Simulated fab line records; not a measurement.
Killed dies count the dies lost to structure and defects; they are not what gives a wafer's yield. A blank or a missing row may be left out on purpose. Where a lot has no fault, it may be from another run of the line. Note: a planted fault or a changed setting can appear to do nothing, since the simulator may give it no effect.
Chamber matching    flow n5_finfet    4 sister chambers for N5_HKMG_FIN_ETCH_86 on rie_diel-02
The step etches SOC in N2/H2, stops on TiN, target depth 393.2 nm. 18 wafers are shown with their chamber, then 9 later ones without.

## WAFERS PAIRED WITH THEIR CHAMBERS
wafer   chamber  showerhead_plenum_p_Torr (Torr)  drypump_motor_current_A (A)  throttle_valve_pct (%)
L074.2  3        2.46                             5.9                          17.54
L074.3  1        2.64                             6.5                          17.93
L074.4  0        2.41                             5.5                          17.84
L075.1  1        2.64                             6.5                          17.92
L075.2  2        2.68                             6.2                          17.61
L075.5  1        2.64                             6.5                          17.94
L080.2  1        2.64                             6.5                          17.96
L080.5  2        2.67                             6.1                          17.63
L080.6  1        2.64                             6.5                          17.96
L084.1  1        2.63                             6.5                          17.98
L084.3  3        2.45                             5.8                          17.56
L084.6  0        2.40                             5.5                          17.88
L085.2  1        2.63                             6.5                          17.99
L085.5  2        2.67                             6.1                          17.65
L085.6  1        2.63                             6.5                          17.98
L088.2  1        2.63                             6.5                          18.01
L088.3  2        2.67                             6.1                          17.65
L088.5  1        2.63                             6.5                          17.98

SIGNATURES (means of the wafers above)
reading                   chamber 0  chamber 1  chamber 2  chamber 3  scatter within a chamber
showerhead_plenum_p_Torr  2.4050     2.6350     2.6725     2.4550     0.00551
drypump_motor_current_A   5.500      6.500      6.125      5.850      0.0299
throttle_valve_pct        17.8600    17.9650    17.6350    17.5500    0.0258
Rule: distance of a wafer from a chamber = root of the sum over the readings of ((wafer's reading minus chamber's mean) / reading's scatter) squared. If the next closest chamber is less than 2 further off than the closest, the wafer can't be placed; otherwise it belongs to the closest. The scatter: take each reading less its chamber's mean, square it, sum over the shown wafers, divide by the number of wafers less the number of chambers, and take the root.

## WAFERS WITHOUT THEIR CHAMBER
wafer   showerhead_plenum_p_Torr (Torr)  drypump_motor_current_A (A)  throttle_valve_pct (%)
L090.1  2.44                             5.9                          17.60
L090.2  2.67                             6.1                          17.66
L090.3  2.63                             6.5                          17.99
L091.3  2.44                             5.9                          17.61
L091.4  2.63                             6.5                          18.01
L091.6  2.66                             6.1                          17.65
L095.1  2.66                             6.1                          17.69
L095.2  2.62                             6.5                          18.01
L095.3  2.71                             5.5                          17.48

## WHICH CHAMBER EACH ONE RAN IN
wafer    from the rows above   in truth
L090.1   3                     3
L090.2   2                     2
L090.3   1                     1
L091.3   3                     3
L091.4   1                     1
L091.6   2                     2
L095.1   2                     2
L095.2   1                     1
L095.3   2                     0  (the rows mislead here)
Placed correctly: 8 of 9. Can't be placed from these rows: 0. Placed wrongly: 1.
